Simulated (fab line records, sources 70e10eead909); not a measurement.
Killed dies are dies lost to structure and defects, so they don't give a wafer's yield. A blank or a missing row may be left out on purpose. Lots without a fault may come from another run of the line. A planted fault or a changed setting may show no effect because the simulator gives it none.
Which tool did it? | flow nand_harc | 15 lots, 43 wafers sampled, at 5 steps of a route of 1159

WHAT THE GAUGES READ, wafer by wafer
NHARC_A_SOURCE_PLATE_THK_MEAS_09: measures by ellipsometry. Usual: thk_nm 9.7 nm, standard deviation 0.95.
lot  | measured     | on            | thk_nm (nm)   | flag
L220 | day 6 21:57  | film_metro-01 | 8.0 10.7 8.8  |
L221 | day 7 05:26  | film_metro-01 | 10.4 10.2 9.8 |
L222 | day 7 09:50  | film_metro-02 | 8.5 8.3 10.4  |
L224 | day 8 00:40  | film_metro-02 | 8.6 9.7       |
L226 | day 8 11:45  | film_metro-02 | 9.4 10.0 9.4  |
L227 | day 8 20:53  | film_metro-02 | 8.8 11.1      |
L233 | day 10 00:58 | film_metro-01 | 9.2 10.5 8.8  |
L232 | day 10 00:58 | film_metro-01 | 9.3 8.6 10.0  |
L234 | day 10 09:53 | film_metro-01 | 9.4 10.1 7.4  |
L235 | day 10 22:58 | film_metro-01 | 10.0 8.6 10.4 |
L237 | day 10 22:58 | film_metro-01 | 11.5 9.8 11.0 |
L239 | day 11 20:53 | film_metro-02 | 9.5 8.7 9.3   |
L242 | day 12 05:04 | film_metro-02 | 11.3 9.3 9.3  |
L241 | day 12 05:04 | film_metro-01 | 8.4 11.3 9.5  |
L243 | day 12 09:01 | film_metro-02 | 9.8 8.2 8.0   |

NHARC_A_ONON_D1_THK_MEAS_27: measures by ellipsometry. Usual: thk_nm 1000 nm, standard deviation 10.
lot  | measured     | on            | thk_nm (nm)    | flag
L220 | day 8 01:47  | film_metro-02 | 1002 1001 1002 |
L221 | day 8 06:52  | film_metro-01 | 1008 1008 1009 |
L222 | day 8 10:51  | film_metro-02 | 991 989 990    |
L224 | day 9 01:27  | film_metro-01 | 989 1833       | OFF
L226 | day 9 13:33  | film_metro-01 | 1829 986 985   | OFF
L227 | day 9 22:16  | film_metro-02 | 1845 999       | OFF
L233 | day 11 03:53 | film_metro-01 | 1015 1013 1013 |
L232 | day 11 04:14 | film_metro-02 | 1007 1007 1007 |
L234 | day 11 14:46 | film_metro-01 | 991 988 988    |
L235 | day 11 23:53 | film_metro-02 | 997 998 1000   |
L237 | day 11 23:53 | film_metro-01 | 1004 1003 1004 |
L239 | day 12 22:22 | film_metro-01 | 1023 1022 1022 |
L242 | day 13 08:43 | film_metro-02 | 996 996 996    |
L241 | day 13 09:04 | film_metro-02 | 995 992 994    |
L243 | day 13 08:52 | film_metro-02 | 999 999 997    |

NHARC_END_SORT_01. Usual: killed_at_array 27, standard deviation 9.9; killed_at_other 0.5, standard deviation 0.76; killed_at_periphery 3.4, standard deviation 2.2; killed_dies 31, standard deviation 10; killed_open 3.3, standard deviation 2; killed_short 2.0, standard deviation 1.5.
lot  | measured     | on        | killed_at_array | killed_at_other | killed_at_periphery | killed_dies | killed_open | killed_short | flag
L220 | day 20 03:23 | prober-01 | 21 19 19        | 0 0 2           | 2 3 2               | 23 22 23    | 3 4 2       | 1 1 2        |
L221 | day 19 22:40 | prober-02 | 28 39 35        | 0 0 0           | 1 4 0               | 29 43 35    | 1 4 2       | 1 4 0        |
L222 | day 19 14:07 | prober-02 | 27 18 16        | 0 1 1           | 4 8 6               | 31 27 23    | 4 3 5       | 5 4 1        |
L224 | day 20 14:25 | prober-01 | 20 677          | 0 0             | 2 0                 | 22 677      | 4 4         | 2 2          | OFF
L226 | day 20 20:11 | prober-02 | 673 22 25       | 0 0 0           | 4 4 5               | 677 26 30   | 1 3 1       | 0 0 1        | OFF
L227 | day 21 04:43 | prober-02 | 673 42          | 2 1             | 2 8                 | 677 51      | 6 7         | 2 1          | OFF
L233 | day 22 05:43 | prober-01 | 28 26 27        | 0 0 0           | 4 2 2               | 32 28 29    | 6 4 4       | 1 2 3        |
L232 | day 22 13:31 | prober-01 | 24 12 13        | 0 0 0           | 3 3 2               | 27 15 15    | 8 3 3       | 7 0 3        |
L234 | day 22 13:32 | prober-02 | 30 36 32        | 0 1 0           | 1 1 2               | 31 38 34    | 1 2 2       | 1 3 3        |
L235 | day 23 04:05 | prober-02 | 43 40 44        | 3 1 1           | 3 3 2               | 49 44 47    | 4 5 9       | 3 6 3        |
L237 | day 23 14:16 | prober-01 | 33 25 35        | 0 0 0           | 2 0 1               | 35 25 36    | 3 1 3       | 2 1 0        |
L239 | day 23 23:02 | prober-02 | 41 32 37        | 0 0 0           | 1 1 0               | 42 33 37    | 1 1 3       | 3 1 0        |
L242 | day 24 07:40 | prober-02 | 30 41 37        | 0 0 0           | 3 3 2               | 33 44 39    | 3 6 1       | 2 3 0        |
L241 | day 24 14:31 | prober-01 | 16 17 29        | 0 0 0           | 11 5 9              | 27 22 38    | 5 3 2       | 1 2 3        |
L243 | day 24 06:50 | prober-01 | 32 42 46        | 0 0 1           | 8 3 3               | 40 45 50    | 2 5 7       | 5 1 2        |

WHICH TOOL RAN EACH LOT (tool, then ch and the chambers of the sampled wafers, then the start)
lot  | NHARC_A_ZERO_WELL_RTA_16         | NHARC_A_ONON_D1_DEP_25
L220 | rtp_anneal-02 ch 0, day 6 13:49  | pecvd_onon-04 ch 0, day 8 01:17
L221 | rtp_anneal-01 ch 0, day 6 22:07  | pecvd_onon-01 ch 0, day 8 06:25
L222 | rtp_anneal-02 ch 0, day 7 02:13  | pecvd_onon-04 ch 0, day 8 10:20
L224 | rtp_anneal-01 ch 0, day 7 16:34  | pecvd_onon-04 ch 0, day 9 01:10
L226 | rtp_anneal-02 ch 0, day 8 03:28  | pecvd_onon-04 ch 0, day 9 13:06
L227 | rtp_anneal-02 ch 0, day 8 13:25  | pecvd_onon-04 ch 0, day 9 21:49
L233 | rtp_anneal-01 ch 0, day 9 15:41  | pecvd_onon-02 ch 0, day 11 03:23
L232 | rtp_anneal-02 ch 0, day 9 17:02  | pecvd_onon-02 ch 0, day 11 03:44
L234 | rtp_anneal-02 ch 0, day 10 01:13 | pecvd_onon-02 ch 0, day 11 14:15
L235 | rtp_anneal-01 ch 0, day 10 15:25 | pecvd_onon-02 ch 0, day 11 23:26
L237 | rtp_anneal-01 ch 0, day 10 18:18 | pecvd_onon-01 ch 0, day 11 23:26
L239 | rtp_anneal-02 ch 0, day 11 13:20 | pecvd_onon-04 ch 0, day 12 21:54
L242 | rtp_anneal-02 ch 0, day 11 21:51 | pecvd_onon-01 ch 0, day 13 08:19
L241 | rtp_anneal-01 ch 0, day 11 22:10 | pecvd_onon-01 ch 0, day 13 08:37
L243 | rtp_anneal-02 ch 0, day 12 01:28 | pecvd_onon-04 ch 0, day 13 08:24
- NHARC_A_ZERO_WELL_RTA_16: time 10 s.
- NHARC_A_ONON_D1_DEP_25: target thk 1000 nm.

WHAT THE TOOLS THEMSELVES READ (means of the sampled wafers that have a number; where no wafer has one, the mark that the record gives instead)
NHARC_A_ZERO_WELL_RTA_16. Usual: lamp_power_pct 28.2 %, standard deviation 0.45; wafer_temp_C_max 1004.1, standard deviation 0.92.
lot  | tool          | lamp_power_pct (%) | wafer_temp_C_max | flag
L220 | rtp_anneal-02 | 27.9               | 1004.2           |
L221 | rtp_anneal-01 | 28.7               | 1003.4           |
L222 | rtp_anneal-02 | 27.8               | 1003.9           |
L224 | rtp_anneal-01 | 28.7               | 1003.2           |
L226 | rtp_anneal-02 | 27.8               | 1004.2           |
L227 | rtp_anneal-02 | 27.8               | 1004.8           |
L233 | rtp_anneal-01 | 28.7               | 1003.8           |
L232 | rtp_anneal-02 | 27.8               | 1005.6           |
L234 | rtp_anneal-02 | 27.8               | 1004.7           |
L235 | rtp_anneal-01 | 28.7               | 1003.7           |
L237 | rtp_anneal-01 | 28.7               | 1003.8           |
L239 | rtp_anneal-02 | 27.8               | 1005.2           |
L242 | rtp_anneal-02 | 27.8               | 1004.1           |
L241 | rtp_anneal-01 | 28.7               | 1003.5           |
L243 | rtp_anneal-02 | 27.8               | 1004.3           |

NHARC_A_ONON_D1_DEP_25. Usual: susceptor_temp_C 400.02 C, standard deviation 0.25.
lot  | tool          | susceptor_temp_C (C) | flag
L220 | pecvd_onon-04 | 399.83               |
L221 | pecvd_onon-01 | 399.93               |
L222 | pecvd_onon-04 | 399.70               |
L224 | pecvd_onon-04 | 400.09               |
L226 | pecvd_onon-04 | 400.11               |
L227 | pecvd_onon-04 | 399.94               |
L233 | pecvd_onon-02 | 400.09               |
L232 | pecvd_onon-02 | 400.09               |
L234 | pecvd_onon-02 | 400.17               |
L235 | pecvd_onon-02 | 399.75               |
L237 | pecvd_onon-01 | 399.80               |
L239 | pecvd_onon-04 | 399.84               |
L242 | pecvd_onon-01 | 400.17               |
L241 | pecvd_onon-01 | 400.12               |
L243 | pecvd_onon-04 | 400.24               |

THE ANSWER, worked out from the rows above alone
Rule: a lot is off if the mean of its wafers that have a number lies more than 3 standard deviations from the usual mean. A lot without any number at a reading at which 4 lots or more have one is off too. The other lots that the step has rows for count as sound. The gauges are gone through in route order, then the tools' own readings, and for those a lot's mean is taken as printed above. The first step at which some lot is off is used, and at that step the reading that is off furthest; a lot without a number counts as furthest.
Off: L224, L226, L227, at NHARC_A_ONON_D1_THK_MEAS_27 (thk_nm).
A tool fits if, at a process step before that reading, it ran every lot that is off, and no sound lot after the first of them. The gauges at NHARC_A_ONON_D1_THK_MEAS_27 aren't tried: what is off there is off at NHARC_END_SORT_01 too, on other tools, and a gauge's error can't cause that. None of those tried fits.

WHAT THE SIMULATOR HAD PUT IN
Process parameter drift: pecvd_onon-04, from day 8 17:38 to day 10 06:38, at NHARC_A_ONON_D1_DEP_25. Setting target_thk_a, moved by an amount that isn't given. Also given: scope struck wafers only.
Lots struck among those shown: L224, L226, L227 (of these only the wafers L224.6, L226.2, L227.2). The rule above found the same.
